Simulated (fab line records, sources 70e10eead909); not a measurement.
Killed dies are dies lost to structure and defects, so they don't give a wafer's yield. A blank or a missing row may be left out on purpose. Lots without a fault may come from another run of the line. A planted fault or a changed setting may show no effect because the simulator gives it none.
A struck lot beside a sound one | flow nand_harc | 29 steps out of a route of 1302
Sound: wafers L744.3, L744.4, L744.5. Struck: wafers L752.1, L752.5. The cause comes at the end.
At each step with rows: each side's tool, then ch and its chambers, then its first start. Under that, the readings that differ: sound wafers | struck wafers | difference of the means | sigmas: that difference in standard deviations of wafers without a fault.
alike: readings whose means differ by less than 2 such deviations, and words and numbers that are the same on both sides. not compared: withheld readings, readings that some wafer has no value for, bounds like >300 that may hide the same value, and numbers for which the record gives no deviation and whose values overlap.
The two part at a step that has a row with sigmas, a row that says differs or no value, or rows on one side only. Numbers that don't overlap but have no deviation are shown without sigmas and don't part them. A reading that every wafer of one side lacks parts them only if that side has two wafers or more.

NHARC_A_CHANNEL_HOLE_D2_CD_MEAS_10: target cd 100 nm.
  sound on cd_sem-01 ch 0, day 15 18:44; struck on cd_sem-02 ch 0, day 19 05:26
  alike: cd_nm
NHARC_A_CHANNEL_HOLE_D2_OVL_MEAS_11:
  sound on overlay-01, day 15 18:49; struck on overlay-02, day 19 05:31
  alike: overlay_x_nm, overlay_y_nm
NHARC_A_CHANNEL_HOLE_D2_INSPECT_12:
  sound on defect_inspect-02, day 15 18:51; struck on defect_inspect-02, day 19 05:34
  reading          | sound  | struck | difference | sigmas
  raw_defect_count | 7 13 5 | 62 57  | +51        | +2
then, 2 steps without rows for these wafers: NHARC_A_CHANNEL_HOLE_D2_DESCUM_15 (chemistry O2, time 3 s); NHARC_A_CHANNEL_HOLE_D2_ETCH_38 (etches the open film in CF4, target depth 39 nm, time 65 s).
NHARC_A_CHANNEL_HOLE_D2_ETCH_39: etches the open film in N2/H2, target depth 260 nm, time 325 s.
  sound on rie_diel-11 ch 0,1,2; struck on rie_diel-02 ch 2, day 19 05:53
  reading                     | sound       | struck  | difference | sigmas
  drypump_motor_current_A (A) | 5.1 5.1 5.1 | 6.5 6.5 | +1.4       | +2
  alike: bias_w, n2_flow_sccm, oes_product_au, rf_vpp_V, showerhead_plenum_p_Torr, throttle_valve_pct
  not compared: rf_hours_counter_h
NHARC_A_CHANNEL_HOLE_D2_ETCH_34: etches the open film in CF4/CHF3, target depth 154 nm, time 77 s.
  sound on rie_diel-11 ch 0,1,3; struck on rie_diel-02 ch 3, day 19 06:17
  reading    | sound             | struck      | difference | sigmas
  bias_w (W) | 200.9 200.7 200.1 | 199.0 199.5 | -1.3       | -2
  alike: cf4_flow_sccm, drypump_motor_current_A, oes_product_au, rf_vpp_V, showerhead_plenum_p_Torr, throttle_valve_pct
  not compared: rf_hours_counter_h
NHARC_A_CHANNEL_HOLE_D2_ETCH_16: etches the open film in O2/COS, target depth 3100 nm, time 806 s.
  sound on rie_diel-11 ch 0,3; struck on rie_diel-02 ch 3, day 19 06:26
  alike: bias_w, drypump_motor_current_A, oes_product_au, rf_vpp_V, showerhead_plenum_p_Torr, throttle_valve_pct
  not compared: rf_hours_counter_h
NHARC_A_CHANNEL_HOLE_D2_CD_MEAS_18:
  sound on cd_sem-03, day 15 20:01; struck on cd_sem-01, day 19 07:21
  alike: cd_nm
then, 2 steps without rows for these wafers: NHARC_A_CHANNEL_HOLE_D2_ETCH_19 (etches the open film in C4F8/O2/Ar, time 34.5 s); NHARC_A_CHANNEL_HOLE_D2_ETCH_20 (etches the open film in C4F8/O2/Ar, time 361.9 s, target depth 1600 nm).
NHARC_A_CHANNEL_HOLE_D2_ETCH_21: etches the open film in C4F8/O2/Ar, time 514.3 s, target depth 1600 nm.
  sound on har_etch-01 ch 0,1, day 15 22:12; struck on har_etch-01 ch 1, day 19 07:51
  alike: drypump_motor_current_A, showerhead_plenum_p_Torr, temp_c, throttle_valve_pct
  not compared: rf_hours_counter_h
NHARC_A_CHANNEL_HOLE_D2_ETCH_22: etches the open film in C4F8/O2/Ar, time 666.7 s, target depth 1600 nm.
  sound on har_etch-01 ch 0,1, day 15 22:41; struck on har_etch-01 ch 1, day 19 08:17
  alike: drypump_motor_current_A, showerhead_plenum_p_Torr, temp_c, throttle_valve_pct
  not compared: rf_hours_counter_h
then, 4 steps without rows for these wafers: NHARC_A_CHANNEL_HOLE_D2_ETCH_23 (etches the open film in C4F8/O2/Ar, time 819 s, target depth 1600 nm); NHARC_A_CHANNEL_HOLE_D2_ETCH_24 (etches the open film in C4F8/O2/Ar, time 906.2 s, target depth 1500 nm); NHARC_A_CHANNEL_HOLE_D2_ETCH_25 (etches the open film in C4F8/O2/Ar, time 1040.2 s, target depth 1500 nm); NHARC_A_CHANNEL_HOLE_D2_ETCH_26 (etches the open film in C4F8/O2/Ar, time 224.1 s, target depth 300 nm).
NHARC_A_CHANNEL_HOLE_D2_ETCH_27: etches the open film in C4F8/O2/Ar, time 90 s, target depth 400 nm.
  sound on har_etch-01 ch 0,1, day 16 01:38; struck on har_etch-01 ch 1, day 19 11:25
  alike: drypump_motor_current_A, showerhead_plenum_p_Torr, temp_c, throttle_valve_pct
  not compared: rf_hours_counter_h
then, 7 steps without rows for these wafers: NHARC_A_CHANNEL_HOLE_D2_STRIP_41 (strips in N2/H2); NHARC_A_CHANNEL_HOLE_D2_STRIP_42 (strips in CF4/CHF3); NHARC_A_CHANNEL_HOLE_D2_STRIP_43 (strips in O2/COS); NHARC_A_CHANNEL_HOLE_D2_ETCH_44 (etches the open film in CF4/O2, target depth 140 nm, overetch 14 nm, time 77 s); NHARC_A_CHANNEL_HOLE_D2_STRIP_28 (strips in O2); NHARC_A_CHANNEL_HOLE_D2_PRECLEAN_29 (cleans in SC1); NHARC_A_CHANNEL_HOLE_D2_SRD_30.
NHARC_A_CHANNEL_HOLE_D2_CD_MEAS_31:
  sound on cd_sem-02, day 16 03:08; struck on cd_sem-03, day 19 13:25
  alike: cd_nm
NHARC_A_CHANNEL_HOLE_D2_XSEM_32:
  sound on xsem-02 ch 0, day 16 03:13; struck on xsem-02 ch 0
  reading     | sound          | struck | difference                    | sigmas
  bow_nm (nm) | 8.64 8.72 8.62 | - -    | no value on the struck wafers |
  alike: bot_cd_nm, tilt_deg
NHARC_A_CHANNEL_HOLE_D2_INSPECT_40:
  sound on defect_inspect-02, day 16 03:19; struck on defect_inspect-01, day 20 02:11
  alike: raw_defect_count
-- the record jumps here: 12 days lie between the struck wafers' starts before and after (it left off in module A_CHANNEL_HOLE_D2 and takes up again in module END, whose first step shown is number 1302 of the route) --
NHARC_END_SORT_01:
  the record has rows for the struck wafers here (prober-01 ch 0, day 31 21:53) and none for the sound ones

WHERE THEY PART
First at NHARC_A_CHANNEL_HOLE_D2_INSPECT_12; last, within this record, at NHARC_END_SORT_01.

WHY: what the simulator had put in
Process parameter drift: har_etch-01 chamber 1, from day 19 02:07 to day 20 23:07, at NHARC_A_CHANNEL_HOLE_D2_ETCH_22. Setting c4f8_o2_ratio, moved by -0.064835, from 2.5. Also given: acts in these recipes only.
